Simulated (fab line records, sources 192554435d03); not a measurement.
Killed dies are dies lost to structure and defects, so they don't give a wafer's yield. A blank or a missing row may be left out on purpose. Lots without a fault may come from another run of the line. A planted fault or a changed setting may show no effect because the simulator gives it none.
Which tool did it? | flow n5_finfet | 12 lots, 36 wafers sampled, at 3 steps of a route of 1938

WHAT THE GAUGES READ, wafer by wafer
N5_BEOL_M6_THK_MEAS_01.
lot  | measured     | on            | M6_ILD_THK (nm)
L170 | day 8 16:18  | film_metro-02 | 153.6 156.1 154.7
L171 | day 8 23:28  | film_metro-02 | 155.5 155.5 156.4
L173 | day 9 08:47  | film_metro-01 | 150.6 151.7 152.4
L177 | day 10 05:48 | film_metro-02 | 150.8 153.2 155.3
L178 | day 10 14:02 | film_metro-02 | 155.2 158.3 156.6
L179 | day 10 23:17 | film_metro-01 | 155.8 154.7 155.9
L180 | day 11 03:18 | film_metro-02 | 154.6 155.0 158.2
L181 | day 11 10:38 | film_metro-02 | 153.0 155.2 157.1
L187 | day 12 18:50 | film_metro-01 | 155.7 156.9 158.1
L188 | day 13 05:02 | film_metro-01 | 152.9 154.6 155.3
L190 | day 13 09:50 | film_metro-01 | 153.7 157.4 157.6
L193 | day 14 10:14 | film_metro-01 | 156.3 156.2 157.1

WHICH TOOL RAN EACH LOT (tool, then ch and the chambers of the sampled wafers, then the start)
lot  | N5_BEOL_M5_SPUTTER_88        | N5_BEOL_M6_ILD_DEP_00
L170 | pvd_sputter-01, day 8 13:23  | pecvd-01 ch 0,1,2, day 8 15:43
L171 | pvd_sputter-03, day 8 20:41  | pecvd-02 ch 0,1,2, day 8 22:53
L173 | pvd_sputter-02, day 9 05:48  | pecvd-01 ch 1,2, day 9 08:01
L177 | pvd_sputter-03, day 10 02:59 | pecvd-01 ch 0,1,2, day 10 05:13
L178 | pvd_sputter-03, day 10 09:31 | pecvd-01 ch 0,2, day 10 12:01
L179 | pvd_sputter-02, day 10 20:10 | pecvd-02 ch 0,1,2, day 10 22:43
L180 | pvd_sputter-03, day 11 00:29 | pecvd-02 ch 1,2, day 11 02:41
L181 | pvd_sputter-02, day 11 07:34 | pecvd-01 ch 0,1, day 11 10:03
L187 | pvd_sputter-02, day 12 15:48 | pecvd-02 ch 1,2, day 12 18:07
L188 | pvd_sputter-03, day 13 01:46 | pecvd-02 ch 0,1,2, day 13 03:59
L190 | pvd_sputter-03, day 13 06:31 | pecvd-01 ch 1,2, day 13 08:46
L193 | pvd_sputter-02, day 14 06:56 | pecvd-02 ch 0,2, day 14 09:10
- N5_BEOL_M5_SPUTTER_88: material Cu, target thk 15 nm, time 27.62 s.
- N5_BEOL_M6_ILD_DEP_00: deposits SiCOH lowk from DEMS/porogen, target thk 179.75 nm, time 33.4 s.

WHAT THE TOOLS THEMSELVES READ (means of the sampled wafers that have a number; where no wafer has one, the mark that the record gives instead)
N5_BEOL_M5_SPUTTER_88.
lot  | tool           | throttle_valve_pct (%)
L170 | pvd_sputter-01 | 30.2
L171 | pvd_sputter-03 | 29.0
L173 | pvd_sputter-02 | 30.4
L177 | pvd_sputter-03 | 29.1
L178 | pvd_sputter-03 | 29.8
L179 | pvd_sputter-02 | 30.1
L180 | pvd_sputter-03 | 29.1
L181 | pvd_sputter-02 | 29.8
L187 | pvd_sputter-02 | 30.8
L188 | pvd_sputter-03 | 29.2
L190 | pvd_sputter-03 | 29.4
L193 | pvd_sputter-02 | 29.7

N5_BEOL_M6_ILD_DEP_00.
lot  | tool     | heater_power_outer_w (W) | heater_power_w (W) | showerhead_plenum_p_Torr (Torr) | throttle_valve_pct (%)
L170 | pecvd-01 | 127                      | 294                | 5.758                           | 13.6
L171 | pecvd-02 | 151                      | 315                | 5.733                           | 14.7
L173 | pecvd-01 | 138                      | 298                | 5.763                           | 13.7
L177 | pecvd-01 | 115                      | 279                | 5.751                           | 13.6
L178 | pecvd-01 | 128                      | 294                | 5.744                           | 13.5
L179 | pecvd-02 | 151                      | 327                | 5.736                           | 14.0
L180 | pecvd-02 | 207                      | 393                | 5.743                           | 13.9
L181 | pecvd-01 | 130                      | 286                | 5.746                           | 13.6
L187 | pecvd-02 | 210                      | 389                | 5.735                           | 13.3
L188 | pecvd-02 | 162                      | 340                | 5.737                           | 13.9
L190 | pecvd-01 | 145                      | 322                | 5.751                           | 13.6
L193 | pecvd-02 | 185                      | 363                | 5.724                           | 13.2

THE ANSWER, worked out from the rows above alone
Rule: what is usual is taken from the lots themselves. Put in order of their means at a reading, lots are off if they are a third of the lots or fewer, leave a main group of 4 or more, and stand apart from it by a gap of 3 or more times the standard deviation of the main group's means; of several such gaps the widest counts. A main group whose means are all the same, to the digits that the tables above print for the reading, isn't used. A lot without any number at a reading at which 4 lots or more have one is off too. The other lots that the step has rows for count as sound. The gauges are gone through in route order, then the tools' own readings, and for those a lot's mean is taken as printed above. The first step at which some lot is off is used, and at that step the reading that is off furthest; a lot without a number counts as furthest.
No lot is off at any reading shown: from this, nothing can be told.

WHAT THE SIMULATOR HAD PUT IN
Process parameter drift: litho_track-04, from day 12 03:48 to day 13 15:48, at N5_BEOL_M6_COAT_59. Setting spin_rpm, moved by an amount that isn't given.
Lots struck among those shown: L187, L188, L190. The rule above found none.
